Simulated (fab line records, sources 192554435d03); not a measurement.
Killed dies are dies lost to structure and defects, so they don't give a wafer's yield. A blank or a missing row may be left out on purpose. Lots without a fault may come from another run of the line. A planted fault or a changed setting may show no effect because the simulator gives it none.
One fault seen from 2 desks | flow n5_finfet | each desk has only its own numbers; what lay behind them comes last

THE METROLOGY DESK
What the gauges read, lot by lot, whatever tool the lot ran on: means of the sampled wafers that have a number. A lot is out of limits, marked OUT, if its mean lies more than 4 standard deviations from the usual mean; the brackets give that distance. Of its 11 readings 7 are shown: the one that was out of limits first, and those that lie furthest out on some lot.
Columns: A = M1_OVL at N5_BEOL_M1_OVL_MEAS_12, usual 0.0 nm; B = IOFF_P at N5_BEOL_M4_RC_MEAS_101, usual 0.21 nA/um; C = ION_N at N5_BEOL_M4_RC_MEAS_101, usual 676 uA/um; D = ION_P at N5_BEOL_M4_RC_MEAS_101, usual 462 uA/um; E = SS_N at N5_BEOL_M4_RC_MEAS_101, usual 71.5 mV/dec; F = VT_N at N5_BEOL_M4_RC_MEAS_101, usual 249 mV; G = VT_P at N5_BEOL_M4_RC_MEAS_101, usual -250 mV
lot  | first seen here | A              | B    | C   | D   | E    | F   | G
L273 | day 6 11:11     | -0.0           | 0.18 | 679 | 452 | 71.6 | 251 | -255
L274 | day 6 21:05     | -0.4           | 0.26 | 693 | 471 | 71.5 | 247 | -246
L275 | day 7 00:43     | -0.7           | 0.18 | 664 | 452 | 70.4 | 253 | -249
L279 | day 8 02:41     | 1.0            | 0.19 | 670 | 458 | 70.3 | 251 | -251
L284 | day 9 11:05     | 0.3            | 0.26 | 681 | 477 | 71.6 | 246 | -244
L288 | day 10 04:10    | -0.9           | 0.22 | 677 | 463 | 71.8 | 248 | -249
L290 | day 10 17:20    | 6.2 (+8.1) OUT | 0.17 | 657 | 451 | 71.0 | 255 | -256
L291 | day 10 18:04    | 5.2 (+6.8) OUT | 0.21 | 675 | 462 | 71.1 | 250 | -249
L292 | day 11 06:38    | 0.6            | 0.19 | 671 | 459 | 71.5 | 250 | -251
This desk's finding: out of limits on L290, L291; first on L290, day 10 17:20 (M1_OVL at N5_BEOL_M1_OVL_MEAS_12). In limits: L273, L274, L275, L279, L284, L288, L292.

THE DEFECT DESK
What the inspections along the route counted, lot by lot: means of the sampled wafers that have a number. A lot is out of limits, marked OUT, if its mean lies more than 4 standard deviations from the usual mean; the brackets give that distance.
Columns: A = raw_defect_count at N5_BEOL_M1_INSPECT_13, usual 402
lot  | first seen here | A
L273 | day 6 11:14     | 356
L274 | day 6 21:09     | 411
L275 | day 7 00:46     | 385
L279 | day 8 02:44     | 553
L284 | day 9 11:08     | 392
L288 | day 10 04:16    | 434
L290 | day 10 17:23    | 532
L291 | day 10 18:07    | 392
L292 | day 11 06:41    | 424
This desk's finding: nothing out of limits on any of the 9 lots.

PUT TOGETHER
The metrology desk could have raised an alarm at day 10 17:20, on L290, L291.
The defect desk saw nothing out of limits.
The defect desk has L290, L291 on record, within its limits.
Of the lots named, all ran N5_BEOL_M1_EXPOSE_08 on euv_scanner-02.

WHAT THE SIMULATOR HAD PUT IN
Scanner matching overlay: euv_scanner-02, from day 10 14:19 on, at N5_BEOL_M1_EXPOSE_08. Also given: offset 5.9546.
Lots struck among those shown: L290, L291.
Hours from the fault's start to each desk's first reading out of limits: the metrology desk, 3.
